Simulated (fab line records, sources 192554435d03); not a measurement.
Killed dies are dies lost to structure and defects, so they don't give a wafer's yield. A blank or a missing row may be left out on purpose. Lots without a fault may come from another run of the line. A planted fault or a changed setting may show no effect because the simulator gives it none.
fab line records | flow n5_finfet | part 1 of 2: steps 1 to 4 of 6
record lots=21 wafers=63 last_day=18
route steps=1938 shown FIN_CUT@168 STI_FIN_REVEAL@190 DUMMY_GATE@233
lots that met no fault: from a run of the same line without faults
start_h: hours from the record's first day to the start of the lot's first wafer shown | wait_h: hours since the lot's step before | " the same as in the row above | L1.1+2: a row that stands for several wafers | - no value, or no start given | * or withheld: withheld | < > ~ a bound
route shown NAME@n: a module of which the file shows steps, and the number in the route of the first | usual: mean/standard deviation of fault-free wafers | same: alike in all rows | chamber/n: place in a boat | sites: the reading at each site | _std_site: their standard deviation | _edge_site: outer sites' mean less inner sites' | radius_mm: how far each site lies from the wafer's centre | mask NAME#n: copy n | behind: the tool/chamber that last shaped the wafer | hold: why the lot was held/for how many hours/how that ended | device: the transistor (n, p or np) that didn't switch | end of line: the same wafers' tests at the end of the route | a step without rows: its recipe alone | killed: dies lost to structure and defects at the first sort, not the wafer's yield | map: a wafer's dies, x killed, . not, _ none there
set.NAME: the setting as run; set.NAME@STEP: as run at that earlier step | model.NAME: the simulator's own value behind a step, which no gauge read
steps of the route over a sample of lots; a table a step, a row a wafer
services: from which hour (start_h, from the record's first day; less than 0 if before it) a tool's chamber was out of use, for how many hours, and why
## steps
# step N5_FIN_CUT_ETCH_20
# recipe chemistry=CF4 target=SiARC target_depth_a=260 mask_material=CAR-EUV time_s=43.3 ion_energy_ev=80 pressure_mtorr=40 source_w=545 bias_w=36 Ar_flow_sccm=100 cf4_flow_sccm=100 ends=cleared
# usual drypump_motor_current_A=5.9/0.36 etch_rf_on_time_s=43.8/1.2 oes_product_au=0.67/0.084 rf_fwd_power_W=533.9/2.9 rf_vpp_V=184.1/1.2 showerhead_plenum_p_Torr=2.14/0.074 throttle_valve_pct=15.65/0.24
# columns lot.wafer tool chamber start_h wait_h drypump_motor_current_A etch_rf_on_time_s oes_product_au rf_fwd_power_W rf_hours_counter_h rf_vpp_V showerhead_plenum_p_Torr throttle_valve_pct
L074.1 rie_diel-04 2 27.47 0.0 5.4 43.3 0.67 535.3 109 186.4 2.26 15.74
L074.5 " 2 " " 5.4 43.4 0.67 532.5 - 184.2 2.26 15.72
L074.6 " 3 " " 5.4 41.0 0.83 532.1 - 183.8 2.20 15.22
L075.2 rie_diel-02 1 38.43 0.0 5.9 44.3 0.68 529.3 100 184.8 2.16 15.71
L075.4 " 2 " " 5.3 45.2 0.57 532.1 244 183.3 2.19 15.90
L075.6 " 3 " " 5.9 44.1 0.58 531.2 - 184.8 2.20 15.98
L077.1 rie_diel-06 2 47.17 0.0 6.0 44.6 0.66 538.5 94 186.1 2.24 15.25
L077.3 " 3 " " 5.9 43.9 0.77 539.1 30 184.3 2.09 15.71
L077.6 " 0 " " 5.9 42.7 0.60 535.2 - 185.0 2.21 15.67
L078.3 rie_diel-06 2 52.15 0.0 5.9 45.2 0.66 541.3 94 186.7 2.24 15.25
L078.4 " 3 " " 5.9 44.5 0.76 539.5 30 183.8 2.09 15.71
L078.5 " 1 " " 5.9 44.0 0.60 531.5 - 182.3 2.04 15.81
L079.3 rie_diel-06 1 56.54 0.0 5.9 43.1 0.61 531.4 211 183.0 2.04 15.79
L079.4 " 2 " " 5.9 45.4 0.66 540.1 95 184.5 2.24 15.24
L079.6 " 3 " " 5.9 44.3 0.76 540.4 - 182.5 2.09 15.72
L080.1 rie_diel-02 1 62.90 0.0 5.9 44.3 0.66 529.1 109 186.1 2.16 15.73
L080.3 " 2 " " 5.3 44.9 0.56 534.5 250 185.3 2.19 15.89
L080.6 " 1 " " 5.9 44.4 0.66 530.5 - 185.9 2.16 15.73
L081.2 rie_diel-04 0 68.61 0.0 6.3 44.2 0.60 533.0 212 183.7 2.03 15.87
L081.3 " 3 " " 5.5 40.5 0.80 529.5 18 184.5 2.20 15.20
L081.5 " 3 " " 5.4 40.6 0.80 531.8 - 186.3 2.20 15.22
L082.1 rie_diel-06 3 74.13 0.0 5.9 43.4 0.76 537.0 37 185.2 2.09 15.72
L082.2 " 1 " " 5.9 43.2 0.60 534.2 218 182.7 2.04 15.82
L082.4 " 1 " " 5.9 42.8 0.61 532.5 - 183.8 2.04 15.81
L083.1 rie_diel-02 3 81.67 0.0 5.9 43.9 0.83 534.0 4 184.9 2.20 15.43
L083.2 " 1 " " 5.9 44.4 0.65 531.4 117 184.2 2.15 15.75
L083.4 " 3 " " 5.9 43.7 0.83 532.4 - 184.7 2.20 15.44
L084.1 rie_diel-06 0 87.05 0.0 5.9 41.5 0.85 532.2 2 184.2 2.21 15.21
L084.2 " 1 " " 6.0 43.7 0.60 534.7 223 182.9 2.03 15.82
L084.6 " 0 " " 5.9 41.5 0.85 533.7 - 183.1 2.21 15.21
L085.2 rie_diel-04 1 93.40 0.0 5.8 43.1 0.60 537.0 209 184.6 2.13 15.82
L085.3 " 3 " " 5.4 40.6 0.79 532.4 26 186.3 2.20 15.24
L085.6 " 1 " " 5.8 43.2 0.61 536.3 - 185.4 2.13 15.84
L087.1 rie_diel-04 0 107.87 0.0 6.3 45.2 0.59 533.7 226 184.0 2.03 15.89
L087.3 " 3 " " 5.4 41.6 0.77 531.6 32 184.4 2.19 15.25
L087.6 " 3 " " 5.4 41.8 0.77 533.0 - 184.4 2.19 15.24
L089.2 rie_diel-02 2 120.04 0.0 5.2 45.3 0.81 532.2 6 184.5 2.19 15.44
L089.3 " 0 " " 6.6 44.9 0.61 533.0 203 183.4 2.04 15.76
L089.4 " 3 " " 5.9 44.2 0.79 533.0 16 183.4 2.20 15.47
L090.1 rie_diel-06 0 122.90 0.0 5.9 41.5 0.80 534.2 11 185.3 2.20 15.22
L090.4 " 1 " " 5.9 43.5 0.59 528.3 233 182.2 2.03 15.84
L090.5 " 2 " " 5.9 45.6 0.63 538.0 - 186.8 2.23 15.29
L091.3 rie_diel-02 1 128.79 0.0 5.9 44.4 0.65 530.9 132 184.5 2.15 15.77
L091.5 " 2 " " 5.2 45.0 0.80 530.8 - 184.7 2.19 15.44
L091.6 " 3 " " 5.9 44.0 0.79 532.7 - 185.6 2.19 15.48
L092.3 rie_diel-04 1 136.57 0.0 5.7 44.0 0.58 538.1 227 184.9 2.13 15.86
L092.4 " 1 " " 5.8 43.7 0.58 536.1 - 182.8 2.13 15.85
L092.6 " 0 " " 6.3 44.9 0.58 532.9 - 183.5 2.02 15.92
L093.1 rie_diel-02 1 141.12 0.0 5.9 45.0 0.65 535.0 136 185.1 2.15 15.78
L093.2 " 0 " " 6.5 44.3 0.61 532.2 209 183.6 2.04 15.75
L093.4 " 2 " " 5.2 45.1 0.79 532.8 13 184.4 2.19 15.47
L094.1 rie_diel-04 3 147.58 0.0 5.4 41.1 0.75 530.2 48 183.7 2.19 15.27
L094.2 " 0 " " 6.3 45.4 0.58 536.4 243 180.5 2.02 15.92
L094.5 " 1 " " 5.8 43.3 0.58 536.2 - 184.3 2.12 15.87
L095.2 rie_diel-02 1 153.08 0.0 5.9 44.2 0.64 529.5 139 183.6 2.14 15.79
L095.3 " 2 " " 5.3 44.3 0.79 533.5 17 186.2 2.19 15.46
L095.4 " 0 " " 6.5 44.2 0.60 534.2 212 183.1 2.04 15.75
L096.2 rie_diel-04 1 158.68 0.0 5.9 43.8 0.58 534.7 236 184.4 2.12 15.89
L096.3 " 0 " " 6.3 45.4 0.58 532.9 248 182.0 2.02 15.92
L096.4 " 3 " " 5.4 41.4 0.75 533.2 - 185.4 2.19 15.29
L097.2 rie_diel-02 1 167.71 0.0 5.9 44.6 0.64 531.8 145 184.1 2.14 15.80
L097.4 " 0 " " 6.5 44.8 0.60 532.9 - 182.6 2.04 15.76
L097.5 " 3 " " 5.9 44.6 0.77 529.8 - 184.7 2.19 15.50
# step N5_STI_FIN_REVEAL_ETCHBACK_08
# recipe chemistry=C4F6/O2 target=SiO2 target_depth_a=305 time_s=10.167 ion_energy_ev=250 pressure_mtorr=30 source_w=345 bias_w=185 Ar_flow_sccm=300 C4F6_flow_sccm=10 O2_flow_sccm=10
# usual drypump_motor_current_A=5.5/0.5 oes_product_au=0.81/0.072 rf_fwd_power_W=341.8/1.7 rf_vpp_V=667/16 showerhead_plenum_p_Torr=2.90/0.092 throttle_valve_pct=21.26/0.2
# columns lot.wafer tool chamber start_h wait_h drypump_motor_current_A oes_product_au rf_fwd_power_W rf_hours_counter_h rf_vpp_V showerhead_plenum_p_Torr throttle_valve_pct
L074.1 rie_diel-05 3 34.26 0.2 4.6 0.91 339.7 20 670 3.03 21.22
L074.5 " 3 " " 4.6 0.91 340.3 - 668 3.03 21.22
L074.6 " 2 " " 5.6 0.99 341.2 - 680 3.05 21.22
L075.2 rie_diel-05 0 45.95 0.2 6.2 0.87 340.0 47 646 2.79 21.38
L075.4 " 1 " " 5.6 0.91 344.5 36 641 2.77 21.05
L075.6 " 0 " " 6.2 0.86 340.3 - 647 2.79 21.36
L077.1 rie_diel-03 0 54.42 0.2 5.7 0.82 343.3 85 667 2.98 21.05
L077.3 " 2 " " 5.3 0.83 342.9 59 686 2.91 21.55
L077.6 " 1 " " 5.2 0.82 342.1 - 665 2.87 21.16
L078.3 rie_diel-03 0 58.69 0.1 5.6 0.82 344.0 86 666 2.98 21.03
L078.4 " 1 " " 5.2 0.81 342.9 102 666 2.87 21.14
L078.5 " 0 " " 5.6 0.81 343.9 - 666 2.98 21.06
L079.3 rie_diel-01 1 63.72 0.1 5.2 0.97 343.2 4 674 2.91 21.08
L079.4 " 2 " " 5.0 0.77 341.8 132 672 2.97 21.35
L079.6 " 3 " " 5.3 0.75 339.1 - 683 2.97 21.16
L080.1 rie_diel-01 2 69.64 0.2 5.0 0.77 344.9 134 672 2.97 21.36
L080.3 " 3 " " 5.3 0.74 339.1 151 682 2.97 21.16
L080.6 " 1 " " 5.2 0.95 342.7 - 673 2.91 21.08
L081.2 rie_diel-01 2 75.13 0.2 4.9 0.77 342.3 136 673 2.97 21.36
L081.3 " 0 " " 6.4 0.85 344.6 58 678 2.89 20.92
L081.5 " 0 " " 6.4 0.86 344.4 - 679 2.89 20.92
L082.1 rie_diel-01 2 80.96 0.2 5.0 0.76 342.0 138 674 2.96 21.35
L082.2 " 0 " " 6.3 0.85 341.7 60 677 2.89 20.93
L082.4 " 0 " " 6.4 0.85 342.0 - 677 2.89 20.93
L083.1 rie_diel-01 0 88.38 0.3 6.4 0.85 342.5 62 677 2.89 20.94
L083.2 " 3 " " 5.4 0.74 337.9 157 682 2.97 21.18
L083.4 " 1 " " 5.2 0.95 345.0 10 673 2.91 21.10
L084.1 rie_diel-03 3 93.65 0.3 6.3 0.71 340.3 198 638 2.75 21.55
L084.2 " 0 " " 5.7 0.79 343.3 104 665 2.97 21.09
L084.6 " 0 " " 5.7 0.78 343.2 - 668 2.97 21.07
L085.2 rie_diel-03 2 100.64 0.6 5.3 0.80 342.1 83 688 2.90 21.58
L085.3 " 0 " " 5.7 0.79 342.5 109 666 2.96 21.08
L085.6 " 3 " " 6.3 0.71 343.4 - 640 2.75 21.56
L087.1 rie_diel-05 3 114.43 0.2 4.6 0.87 339.5 40 670 3.02 21.25
L087.3 " 1 " " 5.7 0.87 344.1 51 638 2.77 21.07
L087.6 " 1 " " 5.6 0.87 342.1 - 638 2.77 21.06
L089.2 rie_diel-03 2 126.88 0.3 5.3 0.78 340.9 97 685 2.89 21.58
L089.3 " 3 " " 6.4 0.70 340.9 215 640 2.74 21.58
L089.4 " 0 " " 5.7 0.78 342.1 - 666 2.96 21.09
L090.1 rie_diel-01 1 129.79 0.5 5.3 0.88 342.8 31 673 2.90 21.13
L090.4 " 2 " " 5.0 0.73 341.3 162 675 2.95 21.39
L090.5 " 2 " " 5.0 0.74 342.7 - 673 2.95 21.40
L091.3 rie_diel-05 1 135.91 0.1 5.6 0.86 343.1 59 639 2.76 21.07
L091.5 " 2 " " 5.6 0.91 340.0 - 680 3.03 21.25
L091.6 " 3 " " 4.6 0.84 341.7 - 670 3.02 21.25
L092.3 rie_diel-01 2 143.73 0.1 5.0 0.73 342.5 167 672 2.95 21.41
L092.4 " 3 " " 5.4 0.73 338.1 176 681 2.96 21.19
L092.6 " 2 " " 5.0 0.74 341.8 - 673 2.95 21.39
L093.1 rie_diel-05 2 147.71 0.3 5.6 0.91 343.2 37 680 3.03 21.24
L093.2 " 1 " " 5.6 0.85 342.3 63 640 2.76 21.07
L093.4 " 0 " " 6.2 0.82 340.5 75 645 2.77 21.40
L094.1 rie_diel-03 0 154.31 0.2 5.7 0.76 343.7 134 665 2.95 21.12
L094.2 " 1 " " 5.2 0.81 342.6 104 667 2.87 21.15
L094.5 " 0 " " 5.7 0.77 343.4 - 665 2.95 21.12
L095.2 rie_diel-05 1 160.25 0.2 5.7 0.85 343.7 66 639 2.76 21.08
L095.3 " 3 " " 4.6 0.85 340.4 56 670 3.01 21.28
L095.4 " 3 " " 4.6 0.84 340.5 - 669 3.01 21.28
L096.2 rie_diel-03 1 165.23 0.2 5.3 0.80 340.8 109 666 2.87 21.17
L096.3 " 3 " " 6.4 0.68 341.2 232 640 2.73 21.58
L096.4 " 0 " " 5.7 0.75 341.2 139 666 2.95 21.10
L097.2 rie_diel-03 2 174.38 0.2 5.3 0.76 344.8 117 686 2.88 21.63
L097.4 " 1 " " 5.2 0.80 342.5 112 668 2.86 21.17
L097.5 " 3 " " 6.3 0.68 341.7 - 639 2.73 21.60
# step N5_DUMMY_GATE_INSPECT_17
# recipe mode=adi inspect_instrument=brightfield
# usual raw_defect_count=198/53
# columns lot.wafer tool chamber start_h wait_h raw_defect_count
L074.1 defect_inspect-02 - 50.45 0.1 225
L074.5 " - " " 193
L074.6 " - " " 194
L075.2 defect_inspect-02 - 64.12 0.0 186
L075.4 " - " " 187
L075.6 " - " " 311
L077.1 defect_inspect-01 - 70.19 0.1 193
L077.3 " - " " 173
L077.6 " - " " 213
L078.3 defect_inspect-01 - 74.11 0.0 156
L078.4 " - " " 164
L078.5 " - " " 136
L079.3 defect_inspect-01 - 75.64 0.0 223
L079.4 " - " " 165
L079.6 " - " " 232
L080.1 defect_inspect-02 - 82.14 0.1 188
L080.3 " - " " 131
L080.6 " - " " 138
L081.2 defect_inspect-01 - 86.95 0.0 227
L081.3 " - " " 174
L081.5 " - " " 137
L082.1 defect_inspect-02 - 92.87 0.1 304
L082.2 " - " " 251
L082.4 " - " " 212
L083.1 defect_inspect-02 - 100.44 0.1 134
L083.2 " - " " 334
L083.4 " - " " 132
L084.1 defect_inspect-01 - 105.44 0.1 195
L084.2 " - " " 158
L084.6 " - " " 217
L085.2 defect_inspect-02 - 115.95 0.0 233
L085.3 " - " " 257
L085.6 " - " " 201
L087.1 defect_inspect-02 - 130.75 0.1 162
L087.3 " - " " 166
L087.6 " - " " 229
L089.2 defect_inspect-02 - 139.63 0.0 277
L089.3 " - " " 141
L089.4 " - " " 252
L090.1 defect_inspect-02 - 141.60 0.1 172
L090.4 " - " " 230
L090.5 " - " " 186
L091.3 defect_inspect-01 - 151.35 0.0 161
L091.5 " - " " 159
L091.6 " - " " 184
L092.3 defect_inspect-01 - 155.47 0.0 212
L092.4 " - " " 265
L092.6 " - " " 274
L093.1 defect_inspect-01 - 159.45 0.1 225
L093.2 " - " " 183
L093.4 " - " " 304
L094.1 defect_inspect-01 - 165.96 0.1 114
L094.2 " - " " 116
L094.5 " - " " 104
L095.2 defect_inspect-02 - 172.49 0.0 126
L095.3 " - " " 224
L095.4 " - " " 161
L096.2 defect_inspect-02 - 177.80 0.0 203
L096.3 " - " " 280
L096.4 " - " " 196
L097.2 defect_inspect-01 - 186.57 0.0 167
L097.4 " - " " 156
L097.5 " - " " 122
# step N5_DUMMY_GATE_STRIP_40
# recipe chemistry=CF4 resist=SiARC power_w=300 bias_power_w=75 pressure_mtorr=50 cf4_flow_sccm=150 rf_frequency_hz=6e+07
# usual bias_power_w=74.98/0.24 drypump_motor_current_A=5.9/0.35 oes_product_au=0.79/0.093 rf_fwd_power_W=292.5/0.87 rf_vpp_V=271.0/1.5 showerhead_plenum_p_Torr=1.79/0.059 throttle_valve_pct=13.58/0.25
# columns lot.wafer tool chamber start_h wait_h bias_power_w drypump_motor_current_A oes_product_au rf_fwd_power_W rf_hours_counter_h rf_vpp_V showerhead_plenum_p_Torr throttle_valve_pct
L074.1 rie_diel-02 1 50.81 0.1 74.44 5.9 0.78 292.8 103 270.4 1.81 13.64
L074.5 " 2 " " 75.16 5.3 0.67 292.8 - 273.0 1.83 13.90
L074.6 " 1 " " 74.81 5.9 0.79 291.3 - 271.3 1.81 13.64
L075.2 rie_diel-02 0 64.52 0.1 74.96 6.5 0.73 292.2 184 268.2 1.72 13.69
L075.4 " 2 " " 75.01 5.2 0.66 292.5 - 272.1 1.83 13.88
L075.6 " 1 " " 74.75 5.8 0.78 291.9 - 270.8 1.80 13.69
L077.1 rie_diel-06 1 70.55 0.1 75.07 6.0 0.70 293.3 217 269.5 1.71 13.82
L077.3 " 2 " " 75.27 5.9 0.77 292.0 100 271.8 1.88 13.26
L077.6 " 2 " " 75.17 5.9 0.77 292.5 - 272.6 1.88 13.26
L078.3 rie_diel-02 3 74.57 0.1 74.59 5.9 1.00 294.2 0 272.7 1.84 13.38
L078.4 " 3 " " 74.44 5.9 0.99 294.1 - 271.2 1.84 13.32
L078.5 " 1 " " 74.96 5.9 0.77 293.6 - 269.5 1.80 13.68
L079.3 rie_diel-06 3 76.33 0.2 74.67 5.9 0.88 293.7 38 270.1 1.74 13.60
L079.4 " 2 " " 74.75 5.9 0.77 292.3 - 274.8 1.88 13.25
L079.6 " 3 " " 74.27 5.9 0.88 293.6 - 271.3 1.74 13.60
L080.1 rie_diel-06 3 82.50 0.1 74.94 5.9 0.88 292.6 41 269.7 1.74 13.61
L080.3 " 0 " " 74.79 5.9 0.97 294.0 1 271.2 1.85 13.14
L080.6 " 2 " " 75.56 6.0 0.78 292.2 - 271.6 1.87 13.26
L081.2 rie_diel-04 1 87.30 0.1 74.89 5.8 0.70 292.7 207 271.3 1.78 13.77
L081.3 " 0 " " 75.05 6.3 0.70 293.0 219 269.1 1.70 13.86
L081.5 " 2 " " 75.41 5.4 0.76 292.7 - 272.7 1.89 13.74
L082.1 rie_diel-02 0 93.22 0.1 74.98 6.5 0.73 291.5 195 270.1 1.72 13.73
L082.2 " 1 " " 75.31 5.9 0.77 292.4 121 269.9 1.80 13.71
L082.4 " 3 " " 74.92 5.9 0.95 292.3 - 270.4 1.83 13.35
L083.1 rie_diel-02 0 100.92 0.1 75.24 6.5 0.72 292.8 197 268.4 1.72 13.74
L083.2 " 1 " " 75.17 5.9 0.77 293.6 123 270.4 1.80 13.71
L083.4 " 3 " " 75.06 5.9 0.94 293.7 10 271.1 1.83 13.35
L084.1 rie_diel-06 0 106.24 0.1 75.19 5.9 0.93 292.4 7 270.7 1.85 13.15
L084.2 " 3 " " 75.14 5.9 0.86 293.2 47 270.9 1.73 13.64
L084.6 " 2 " " 74.95 5.9 0.77 292.8 - 272.2 1.87 13.29
L085.2 rie_diel-04 0 116.31 0.1 75.38 6.3 0.71 293.8 230 269.6 1.70 13.89
L085.3 " 1 " " 74.87 5.8 0.68 292.4 218 270.9 1.78 13.81
L085.6 " 3 " " 74.83 5.4 0.86 292.9 - 270.3 1.83 13.18
L087.1 rie_diel-02 2 131.44 0.2 75.11 5.3 0.95 291.2 10 272.4 1.83 13.37
L087.3 " 1 " " 75.28 5.9 0.76 292.7 133 270.3 1.80 13.73
L087.6 " 2 " " 74.85 5.3 0.95 292.1 - 272.2 1.83 13.36
L089.2 rie_diel-04 0 139.99 0.1 74.99 6.3 0.69 291.7 240 269.5 1.69 13.92
L089.3 " 1 " " 75.30 5.8 0.68 293.4 229 268.6 1.77 13.83
L089.4 " 3 " " 74.86 5.5 0.85 292.1 - 270.7 1.83 13.20
L090.1 rie_diel-04 1 142.01 0.1 74.74 5.8 0.68 293.4 230 271.9 1.77 13.83
L090.4 " 3 " " 74.85 5.4 0.85 293.7 - 270.1 1.83 13.21
L090.5 " 0 " " 74.92 6.3 0.69 291.9 - 269.1 1.69 13.92
L091.3 rie_diel-02 3 151.71 0.1 75.38 5.9 0.90 292.0 25 271.5 1.83 13.42
L091.5 " 0 " " 74.92 6.5 0.71 292.7 - 268.7 1.71 13.76
L091.6 " 3 " " 75.20 5.9 0.91 294.2 - 272.6 1.83 13.41
L092.3 rie_diel-02 3 155.82 0.1 75.34 5.9 0.91 291.9 27 272.7 1.83 13.41
L092.4 " 2 " " 74.85 5.3 0.93 293.1 18 270.6 1.83 13.38
L092.6 " 3 " " 75.00 5.9 0.90 290.4 - 274.6 1.83 13.41
L093.1 rie_diel-02 2 159.81 0.1 75.10 5.2 0.92 292.4 19 270.2 1.83 13.38
L093.2 " 1 " " 75.04 5.9 0.75 292.0 142 271.7 1.79 13.75
L093.4 " 0 " " 74.47 6.5 0.71 293.6 215 270.7 1.71 13.77
L094.1 rie_diel-06 0 166.32 0.1 75.06 5.9 0.89 291.9 23 271.5 1.84 13.21
L094.2 " 3 " " 74.89 5.9 0.85 294.0 62 269.9 1.73 13.66
L094.5 " 2 " " 74.60 5.9 0.76 292.4 - 273.6 1.87 13.30
L095.2 rie_diel-04 1 173.55 0.3 75.12 5.8 0.68 291.5 241 269.7 1.77 13.85
L095.3 " 3 " " 74.61 5.4 0.83 290.9 58 270.9 1.82 13.25
L095.4 " 3 " " 75.09 5.4 0.82 292.1 - 271.9 1.82 13.25
L096.2 rie_diel-02 1 178.16 0.1 74.90 5.9 0.74 294.5 149 270.2 1.79 13.76
L096.3 " 3 " " 75.19 5.9 0.88 292.6 35 270.5 1.83 13.42
L096.4 " 2 " " 74.73 5.2 0.91 294.0 22 270.8 1.82 13.38
L097.2 rie_diel-06 0 186.93 0.1 75.01 5.9 0.87 292.6 30 272.8 1.84 13.22
L097.4 " 0 " " 74.83 5.8 0.88 291.7 - 272.9 1.84 13.22
L097.5 " 3 " " 74.82 5.9 0.84 291.9 - 272.3 1.73 13.66
